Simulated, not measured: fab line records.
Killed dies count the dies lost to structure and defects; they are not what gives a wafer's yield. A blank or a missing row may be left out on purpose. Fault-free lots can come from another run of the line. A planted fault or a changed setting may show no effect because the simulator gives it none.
The tool behind it: which one? | flow n5 finfet | Sampling: 24 lots, 72 wafers, 4 of 1938 route steps

== WHAT THE GAUGES READ, wafer by wafer ==
N5_MOL_CONTACT_COAG_CD_MEAS_40: target cd 25.1 nm. Usual: cd nm 25.14 nm, standard deviation 0.26.
lot  | measured     | on        | cd nm (nm)        | flag
L074 | day 5 02:56  | cd sem-02 | 25.03 25.49 25.30 |
L075 | day 5 10:32  | cd sem-01 | 25.24 25.00 25.21 |
L076 | day 5 17:19  | cd sem-03 | 25.41 25.58 25.00 |
L077 | day 5 20:08  | cd sem-03 | 25.31 25.35 25.14 |
L078 | day 6 01:14  | cd sem-01 | 24.70 24.57 25.33 |
L079 | day 6 09:44  | cd sem-02 | 25.22 25.49 25.09 |
L080 | day 6 19:22  | cd sem-03 | 24.97 24.75 25.26 |
L081 | day 6 22:06  | cd sem-02 | 25.44 25.31 24.68 |
L082 | day 7 04:22  | cd sem-03 | 25.67 25.35 25.44 |
L083 | day 7 11:17  | cd sem-03 | 24.79 25.11 24.96 |
L084 | day 7 14:13  | cd sem-01 | 25.07 25.21 25.19 |
L085 | day 7 20:40  | cd sem-03 | 25.12 25.01 24.76 |
L086 | day 8 04:19  | cd sem-01 | 25.29 24.64 25.25 |
L087 | day 8 19:08  | cd sem-03 | 25.32 25.01 25.01 |
L088 | day 8 19:24  | cd sem-02 | 25.46 25.44 25.38 |
L089 | day 8 21:29  | cd sem-03 | 25.45 25.64 25.40 |
L090 | day 9 03:48  | cd sem-01 | 24.67 24.84 25.47 |
L091 | day 9 06:58  | cd sem-01 | 24.95 25.18 24.68 |
L092 | day 9 16:27  | cd sem-01 | 25.20 25.67 25.54 |
L093 | day 9 19:28  | cd sem-03 | 25.48 24.59 25.20 |
L094 | day 10 00:08 | cd sem-01 | 25.00 25.01 25.37 |
L095 | day 10 10:23 | cd sem-02 | 25.01 24.82 25.36 |
L096 | day 10 21:39 | cd sem-01 | 25.04 24.98 25.27 |
L097 | day 10 21:52 | cd sem-01 | 24.77 25.15 24.93 |

N5_BEOL_M0_SAQP_THK_MEAS_05. Usual: thk nm 60.2 nm, standard deviation 0.86.
lot  | measured     | on            | thk nm (nm)    | flag
L074 | day 5 12:39  | film metro-02 | 59.6 61.7 60.7 |
L075 | day 5 17:34  | film metro-02 | 60.4 61.6 60.8 |
L076 | day 5 23:21  | film metro-02 | 59.9 59.8 61.1 |
L077 | day 6 02:39  | film metro-01 | 59.9 59.5 60.3 |
L078 | day 6 08:31  | film metro-01 | 59.1 60.9 60.6 |
L079 | day 6 17:01  | film metro-01 | 61.6 59.8 62.2 |
L080 | day 7 01:32  | film metro-01 | 60.0 59.9 60.9 |
L081 | day 7 05:57  | film metro-02 | 59.1 61.7 59.8 |
L082 | day 7 09:57  | film metro-01 | 59.4 61.3 61.1 |
L083 | day 7 19:41  | film metro-02 | 60.0 59.4 60.3 |
L084 | day 7 21:02  | film metro-02 | 58.8 58.7 60.0 |
L085 | day 8 04:50  | film metro-01 | 58.3 59.2 59.3 |
L086 | day 8 12:11  | film metro-02 | 58.5 59.2 59.1 |
L087 | day 9 02:43  | film metro-01 | 58.8 60.4 59.2 |
L088 | day 9 04:28  | film metro-01 | 60.5 60.9 61.1 |
L089 | day 9 04:49  | film metro-02 | 60.1 60.4 60.8 |
L090 | day 9 10:43  | film metro-02 | 58.3 58.5 60.9 |
L091 | day 9 13:30  | film metro-01 | 60.6 61.8 61.4 |
L092 | day 9 22:49  | film metro-01 | 60.3 60.7 60.7 |
L093 | day 10 02:46 | film metro-02 | 59.2 59.4 59.7 |
L094 | day 10 06:38 | film metro-01 | 59.4 60.6 59.6 |
L095 | day 10 18:00 | film metro-01 | 59.1 60.0 60.2 |
L096 | day 11 04:05 | film metro-01 | 59.4 60.5 60.3 |
L097 | day 11 07:54 | film metro-02 | 59.2 60.1 60.9 |

N5_BEOL_M0_SAQP_OVL_MEAS_15. Usual: M0_CORE_OVL gives 0.2 nm (standard deviation 0.87).
lot  | measured     | on         | M0_CORE_OVL (nm) | flag
L074 | day 5 13:02  | overlay-02 | 0.2 -1.2 0.1     |
L075 | day 5 17:57  | overlay-01 | -0.4 -0.8 0.1    |
L076 | day 5 23:44  | overlay-01 | 1.6 0.0 0.6      |
L077 | day 6 03:10  | overlay-02 | 1.4 0.7 1.3      |
L078 | day 6 09:02  | overlay-02 | -0.9 0.0 0.1     |
L079 | day 6 17:24  | overlay-01 | 0.6 -0.1 0.6     |
L080 | day 7 02:02  | overlay-02 | 1.3 1.4 1.2      |
L081 | day 7 06:28  | overlay-01 | 1.1 0.8 0.9      |
L082 | day 7 10:20  | overlay-02 | 0.1 -0.7 1.0     |
L083 | day 7 20:11  | overlay-02 | 0.2 -0.3 -1.5    |
L084 | day 7 21:25  | overlay-02 | -1.1 -0.9 -0.4   |
L085 | day 8 05:13  | overlay-01 | -0.1 0.3 0.3     |
L086 | day 8 12:36  | overlay-01 | -0.9 -1.0 -1.8   |
L087 | day 9 03:13  | overlay-02 | 1.2 1.7 1.2      |
L088 | day 9 04:51  | overlay-01 | 0.6 -0.3 0.1     |
L089 | day 9 05:12  | overlay-02 | 1.3 1.2 1.3      |
L090 | day 9 11:14  | overlay-02 | 1.2 0.1 1.1      |
L091 | day 9 14:01  | overlay-01 | 1.0 0.4 0.0      |
L092 | day 9 23:22  | overlay-01 | -0.9 0.5 1.3     |
L093 | day 10 03:17 | overlay-01 | -0.9 -0.7 0.1    |
L094 | day 10 07:10 | overlay-02 | 1.1 0.0 1.4      |
L095 | day 10 18:23 | overlay-01 | -1.3 -0.8 -1.7   |
L096 | day 11 04:38 | overlay-01 | 0.8 -0.6 -0.2    |
L097 | day 11 08:25 | overlay-02 | 1.0 -0.1 1.3     |

== WHAT TOOL EACH LOT RAN ON (gives the tool, then ch and the chambers of the sampled wafers, and finally the start) ==
lot  | N5_MOL_CONTACT_COAG_ETCH_90
L074 | rie diel-02 ch 0,1,2, day 5 01:47
L075 | rie diel-04 ch 0,2,3, day 5 09:27
L076 | rie diel-02 ch 0,3, day 5 16:01
L077 | rie diel-02 ch 0,3, day 5 18:55
L078 | rie diel-04 ch 1,2, day 6 00:02
L079 | rie diel-02 ch 1,3, day 6 08:33
L080 | rie diel-04 ch 1,2, day 6 18:09
L081 | rie diel-04 ch 1,2,3, day 6 21:01
L082 | rie diel-02 ch 0,1,2, day 7 03:17
L083 | rie diel-01 ch 1,2,3, day 7 09:59
L084 | rie diel-01 ch 0,2,3, day 7 13:01
L085 | rie diel-02 ch 0,1,3, day 7 19:33
L086 | rie diel-02 ch 0,1,2, day 8 03:14
L087 | rie diel-02 ch 0,2,3, day 8 17:57
L088 | rie diel-01 ch 0,2, day 8 18:08
L089 | rie diel-02 ch 0,1,2, day 8 19:41
L090 | rie diel-02 ch 0,2,3, day 9 02:40
L091 | rie diel-02 ch 1,2,3, day 9 05:44
L092 | rie diel-01 ch 0,2,3, day 9 15:03
L093 | rie diel-01 ch 0,2,3, day 9 18:08
L094 | rie diel-01 ch 0,1, day 9 23:03
L095 | rie diel-02 ch 0,2, day 10 09:07
L096 | rie diel-01 ch 0,2, day 10 20:27
L097 | rie diel-02 ch 0,1,2, day 10 20:44
- N5_MOL_CONTACT_COAG_ETCH_90: etches SiARC in CF4, target depth 13 nm, time 21.7 s.

== AS READ BY THE TOOLS THEMSELVES (means over the sampled wafers that have a number; for cases with no such wafer, the mark the record gives instead) ==
N5_MOL_CONTACT_COAG_ETCH_90. Usual: drypump motor current A 5.6 A, standard deviation 0.43; etch rf on time s 21.7 s, standard deviation 0.44; oes product au 0.65 a.u., standard deviation 0.062; rf vpp V 184.1 V, standard deviation 1.2; showerhead plenum p Torr 2.14 Torr, standard deviation 0.076; throttle valve pct 15.61 %, standard deviation 0.19.
lot  | tool        | drypump motor current A (A) | etch rf on time s (s) | oes product au (a.u.) | rf vpp V (V) | showerhead plenum p Torr (Torr) | throttle valve pct (%) | flag
L074 | rie diel-02 | 5.6                         | 21.6                  | 0.65                  | 183.1        | 2.09                            | 15.62                  |
L075 | rie diel-04 | 5.7                         | 21.8                  | 0.66                  | 183.2        | 2.10                            | 15.52                  |
L076 | rie diel-02 | 5.5                         | 21.8                  | 0.62                  | 184.8        | 2.20                            | 15.55                  |
L077 | rie diel-02 | 5.4                         | 21.6                  | 0.63                  | 183.8        | 2.17                            | 15.55                  |
L078 | rie diel-04 | 6.0                         | 22.0                  | 0.70                  | 183.7        | 2.14                            | 15.54                  |
L079 | rie diel-02 | 5.6                         | 21.8                  | 0.63                  | 183.9        | 2.17                            | 15.53                  |
L080 | rie diel-04 | 6.0                         | 21.8                  | 0.70                  | 184.4        | 2.13                            | 15.56                  |
L081 | rie diel-04 | 6.0                         | 21.8                  | 0.66                  | 184.1        | 2.15                            | 15.58                  |
L082 | rie diel-02 | 5.6                         | 21.5                  | 0.64                  | 183.7        | 2.09                            | 15.65                  |
L083 | rie diel-01 | 5.5                         | 21.4                  | 0.71                  | 184.7        | 2.21                            | 15.53                  |
L084 | rie diel-01 | 5.4                         | 21.7                  | 0.71                  | 185.0        | 2.22                            | 15.46                  |
L085 | rie diel-02 | 5.5                         | 21.3                  | 0.64                  | 183.9        | 2.15                            | 15.56                  |
L086 | rie diel-02 | 5.6                         | 21.7                  | 0.63                  | 182.5        | 2.08                            | 15.66                  |
L087 | rie diel-02 | 5.6                         | 21.7                  | 0.60                  | 184.6        | 2.13                            | 15.71                  |
L088 | rie diel-01 | 5.4                         | 22.3                  | 0.65                  | 184.4        | 2.18                            | 15.61                  |
L089 | rie diel-02 | 5.6                         | 21.5                  | 0.63                  | 182.9        | 2.08                            | 15.68                  |
L090 | rie diel-02 | 5.6                         | 21.9                  | 0.60                  | 183.3        | 2.13                            | 15.72                  |
L091 | rie diel-02 | 5.8                         | 21.7                  | 0.62                  | 184.1        | 2.10                            | 15.68                  |
L092 | rie diel-01 | 5.4                         | 22.0                  | 0.68                  | 185.5        | 2.21                            | 15.51                  |
L093 | rie diel-01 | 5.4                         | 21.8                  | 0.68                  | 184.7        | 2.21                            | 15.50                  |
L094 | rie diel-01 | 5.0                         | 22.2                  | 0.68                  | 183.7        | 2.12                            | 15.61                  |
L095 | rie diel-02 | 5.5                         | 21.5                  | 0.61                  | 184.0        | 2.10                            | 15.73                  |
L096 | rie diel-01 | 5.9                         | 21.9                  | 0.68                  | 185.1        | 2.21                            | 15.56                  |
L097 | rie diel-02 | 5.6                         | 21.7                  | 0.62                  | 183.5        | 2.07                            | 15.72                  |

== THE ANSWER, worked out from the rows above alone ==
Rule: a lot counts as off when the mean over its wafers that have a number is more than 3 standard deviations away from the usual mean. Also off: a lot with no number at a reading for which 4 or more lots have one. Where the step has rows for the other lots, those lots are counted as sound. The gauges are gone through in route order, then the tools' own readings, and for those a lot's mean is taken as printed above. At the first step where some lot is off, the reading lying furthest off is the one used; lots without a number count as furthest.
Nothing can be told from this: no lot is off at any reading shown.

== WHAT HAD BEEN PUT IN BY THE SIMULATOR ==
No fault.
